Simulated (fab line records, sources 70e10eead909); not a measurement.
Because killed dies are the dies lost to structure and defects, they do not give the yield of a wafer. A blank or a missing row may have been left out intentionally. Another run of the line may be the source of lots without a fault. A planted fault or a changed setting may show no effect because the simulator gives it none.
Matching of chambers :: flow nand_harc :: 4 sister chambers for NHARC_A_CONTACT_ETCH_92 on rie_diel-01
The step etches the open film in CH3F/O2, target depth 40 nm, time 85.7 s. 7 wafers are shown with their chamber, then 9 later ones without.

== WAFERS WITH THEIR CHAMBER ==
wafer: L914.5
chamber: 1
showerhead_plenum_p_Torr (Torr): 2.56
drypump_motor_current_A (A): 5.89

wafer: L916.1
chamber: 1
showerhead_plenum_p_Torr (Torr): 2.56
drypump_motor_current_A (A): 5.87

wafer: L916.3
chamber: 0
showerhead_plenum_p_Torr (Torr): 2.61
drypump_motor_current_A (A): 6.04

wafer: L916.5
chamber: 2
showerhead_plenum_p_Torr (Torr): 2.42
drypump_motor_current_A (A): 5.87

wafer: L919.2
chamber: 3
showerhead_plenum_p_Torr (Torr): 2.36
drypump_motor_current_A (A): 5.63

wafer: L919.3
chamber: 0
showerhead_plenum_p_Torr (Torr): 2.60
drypump_motor_current_A (A): 6.06

wafer: L919.6
chamber: 3
showerhead_plenum_p_Torr (Torr): 2.36
drypump_motor_current_A (A): 5.66

== WAFERS WITHOUT THEIR CHAMBER ==
wafer: L930.4
showerhead_plenum_p_Torr (Torr): 2.42
drypump_motor_current_A (A): 5.87

wafer: L930.5
showerhead_plenum_p_Torr (Torr): 2.56
drypump_motor_current_A (A): 5.89

wafer: L930.6
showerhead_plenum_p_Torr (Torr): 2.60
drypump_motor_current_A (A): 6.02

wafer: L931.1
showerhead_plenum_p_Torr (Torr): 2.56
drypump_motor_current_A (A): 5.89

wafer: L931.5
showerhead_plenum_p_Torr (Torr): 2.35
drypump_motor_current_A (A): 5.67

wafer: L931.6
showerhead_plenum_p_Torr (Torr): 2.42
drypump_motor_current_A (A): 5.84

wafer: L932.1
showerhead_plenum_p_Torr (Torr): 2.60
drypump_motor_current_A (A): 6.03

wafer: L932.4
showerhead_plenum_p_Torr (Torr): 2.35
drypump_motor_current_A (A): 5.66

wafer: L932.5
showerhead_plenum_p_Torr (Torr): 2.55
drypump_motor_current_A (A): 5.90

== WHICH CHAMBER EACH ONE RAN IN ==
wafer: L930.4
from the rows above: 2
in truth: 2

wafer: L930.5
from the rows above: 1
in truth: 1

wafer: L930.6
from the rows above: 0
in truth: 0

wafer: L931.1
from the rows above: 1
in truth: 1

wafer: L931.5
from the rows above: 3
in truth: 3

wafer: L931.6
from the rows above: 2
in truth: 2

wafer: L932.1
from the rows above: 0
in truth: 0

wafer: L932.4
from the rows above: 3
in truth: 3

wafer: L932.5
from the rows above: 1
in truth: 1
9 of 9 placed correctly. From these rows, 0 cannot be placed. 0 placed wrongly.
How it was worked out, from the rows above alone: a wafer's distance from a chamber is the root of the sum, over the readings, of the square of ((its reading less the chamber's mean) divided by the reading's scatter). The wafer belongs to the nearest chamber; if the next one is less than 2 further off, it can't be placed. For every chamber, the mean is computed from those of its wafers that are shown. The scatter is the square root of a quotient: the sum, over the shown wafers, of each reading's squared deviation from its chamber's mean, divided by wafers minus chambers.
